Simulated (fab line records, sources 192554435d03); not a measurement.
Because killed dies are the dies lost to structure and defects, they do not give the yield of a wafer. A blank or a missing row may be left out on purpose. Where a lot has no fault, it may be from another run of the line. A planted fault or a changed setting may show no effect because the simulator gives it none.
Matching of chambers | flow n5_finfet | N5_BEOL_M3_STRIP_66 on rie_diel-02 has 4 sister chambers
The step strips in CF4. 22 wafers are shown with their chamber, then 11 later ones without.

== WAFERS WITH THEIR CHAMBER ==
wafer  | chamber | showerhead_plenum_p_Torr (Torr) | drypump_motor_current_A (A) | oes_product_au (a.u.)
L074.3 | 2       | 1.77                            | 5.96                        | 0.75
L074.4 | 1       | 1.89                            | 5.93                        | 0.84
L074.5 | 0       | 1.79                            | 5.46                        | 0.93
L076.2 | 2       | 1.77                            | 5.96                        | 0.74
L076.5 | 1       | 1.89                            | 5.98                        | 0.83
L076.6 | 0       | 1.79                            | 5.49                        | 0.92
L078.1 | 0       | 1.79                            | 5.51                        | 0.91
L078.2 | 1       | 1.89                            | 5.99                        | 0.83
L078.6 | 3       | 1.78                            | 6.15                        | 0.92
L079.1 | 1       | 1.89                            | 6.01                        | 0.82
L079.4 | 0       | 1.79                            | 5.44                        | 0.90
L079.5 | 0       | 1.79                            | 5.52                        | 0.90
L081.2 | 0       | 1.79                            | 5.49                        | 0.89
L081.4 | 2       | 1.77                            | 5.98                        | 0.73
L081.6 | 3       | 1.78                            | 6.15                        | 0.90
L083.3 | 0       | 1.79                            | 5.47                        | 0.88
L083.5 | 1       | 1.89                            | 5.98                        | 0.81
L083.6 | 2       | 1.76                            | 5.96                        | 0.73
L085.1 | 1       | 1.89                            | 5.98                        | 0.81
L085.3 | 0       | 1.79                            | 5.47                        | 0.88
L085.6 | 1       | 1.89                            | 5.97                        | 0.81
L086.1 | 1       | 1.89                            | 5.97                        | 0.80

SIGNATURES (averages over the wafers above)
reading                  | chamber 0 | chamber 1 | chamber 2 | chamber 3 | scatter within a chamber
showerhead_plenum_p_Torr | 1.7900    | 1.8900    | 1.7675    | 1.7800    | 0.00204
drypump_motor_current_A  | 5.4813    | 5.9763    | 5.9650    | 6.1500    | 0.0221
oes_product_au           | 0.9012    | 0.8187    | 0.7375    | 0.9100    | 0.015
Rule: a wafer lies at a distance from a chamber equal to the root of the sum of squares, over the readings, of (its reading less the chamber's mean, divided by the reading's scatter). If the next closest chamber is less than 2 further off than the closest, the wafer can't be placed; otherwise it belongs to the closest. How the scatter is found: for the shown wafers, subtract from each reading the mean of its chamber, square and add these, divide the total by (wafers less chambers), then take the root.

== WAFERS WHOSE CHAMBER IS MISSING ==
wafer  | showerhead_plenum_p_Torr (Torr) | drypump_motor_current_A (A) | oes_product_au (a.u.)
L086.2 | 1.79                            | 5.57                        | 0.87
L086.5 | 1.79                            | 5.53                        | 0.88
L090.2 | 1.88                            | 5.97                        | 0.80
L090.5 | 1.76                            | 5.94                        | 0.73
L090.6 | 1.88                            | 5.95                        | 0.80
L095.3 | 1.88                            | 5.97                        | 0.79
L095.4 | 1.78                            | 5.50                        | 0.85
L095.5 | 1.78                            | 5.47                        | 0.85
L097.1 | 1.77                            | 6.15                        | 0.84
L097.2 | 1.78                            | 5.47                        | 0.85
L097.6 | 1.76                            | 5.93                        | 0.71

== CHAMBER TAKEN BY EACH ==
wafer  | from the rows above | in truth
L086.2 | 0                   | 0
L086.5 | 0                   | 0
L090.2 | 1                   | 1
L090.5 | 2                   | 2
L090.6 | 1                   | 1
L095.3 | 1                   | 1
L095.4 | 0                   | 0
L095.5 | 0                   | 0
L097.1 | 3                   | 3
L097.2 | 0                   | 0
L097.6 | 2                   | 2
Placed correctly: 11 of 11. Can't be placed from these rows: 0. Wrongly placed: 0.
